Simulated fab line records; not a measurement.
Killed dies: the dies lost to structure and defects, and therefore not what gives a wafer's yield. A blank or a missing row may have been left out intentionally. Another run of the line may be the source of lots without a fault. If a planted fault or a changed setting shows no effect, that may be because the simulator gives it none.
Matching of chambers    flow nand-harc    NHARC_P_ZERO_WELL_DESCUM_13 on rie-diel-02: 4 sister chambers
The step chemistry O2, time 3 s. 20 wafers are shown with their chamber, then 10 later ones without.

## WAFERS WITH THEIR CHAMBER
wafer   chamber  drypump-motor-current-A (A)  showerhead-plenum-p-Torr (Torr)  oes-product-au (a.u.)
L075.2  3        5.1                          1.79                             0.991
L075.3  0        5.2                          1.87                             0.994
L075.6  2        5.7                          1.98                             0.997
L078.1  1        5.7                          1.84                             1.004
L078.4  0        5.2                          1.86                             1.001
L078.5  3        5.1                          1.79                             1.005
L079.1  3        5.1                          1.79                             0.990
L079.3  1        5.7                          1.84                             1.005
L079.6  2        5.7                          1.98                             0.999
L083.3  2        5.7                          1.98                             1.006
L083.4  3        5.1                          1.78                             1.001
L083.5  2        5.8                          1.98                             1.005
L084.2  1        5.7                          1.84                             0.998
L084.3  0        5.2                          1.86                             0.995
L084.6  0        5.2                          1.86                             1.004
L087.2  0        5.2                          1.85                             0.994
L087.4  3        5.1                          1.78                             0.997
L087.5  3        5.1                          1.78                             0.994
L089.3  0        5.2                          1.85                             0.996
L089.4  2        5.8                          1.97                             1.003

SIGNATURES (means of the wafers above)
reading                   chamber 0  chamber 1  chamber 2  chamber 3  scatter within a chamber
drypump-motor-current-A   5.200      5.700      5.740      5.100      0.0274
showerhead-plenum-p-Torr  1.8583     1.8400     1.9780     1.7850     0.00566
oes-product-au            0.99733    1.00233    1.00200    0.99633    0.00466
Rule: a wafer lies at a distance from a chamber equal to the root of the sum of squares, over the readings, of (its reading less the chamber's mean, divided by the reading's scatter). The wafer belongs to the nearest chamber; if the next one is less than 2 further off, it can't be placed. The scatter is the square root of a quotient: the sum, over the shown wafers, of each reading's squared deviation from its chamber's mean, divided by wafers minus chambers.

## WAFERS WHOSE CHAMBER IS MISSING
wafer   drypump-motor-current-A (A)  showerhead-plenum-p-Torr (Torr)  oes-product-au (a.u.)
L089.5  5.1                          1.78                             1.008
L091.1  5.1                          1.78                             0.999
L091.3  5.7                          1.83                             0.993
L091.4  5.2                          1.85                             1.000
L092.1  5.7                          1.97                             1.015
L092.2  5.1                          1.78                             1.001
L092.4  5.2                          1.85                             1.004
L093.2  5.1                          1.77                             1.008
L093.3  5.7                          1.97                             1.015
L093.4  5.7                          1.83                             1.001

## CHAMBER TAKEN BY EACH
wafer   from the rows above  in truth
L089.5  3                    3
L091.1  3                    3
L091.3  1                    1
L091.4  0                    0
L092.1  2                    2
L092.2  3                    3
L092.4  0                    0
L093.2  3                    3
L093.3  2                    2
L093.4  1                    1
Placed correctly: 10 of 10. Not placeable from these rows: 0. 0 placed wrongly.
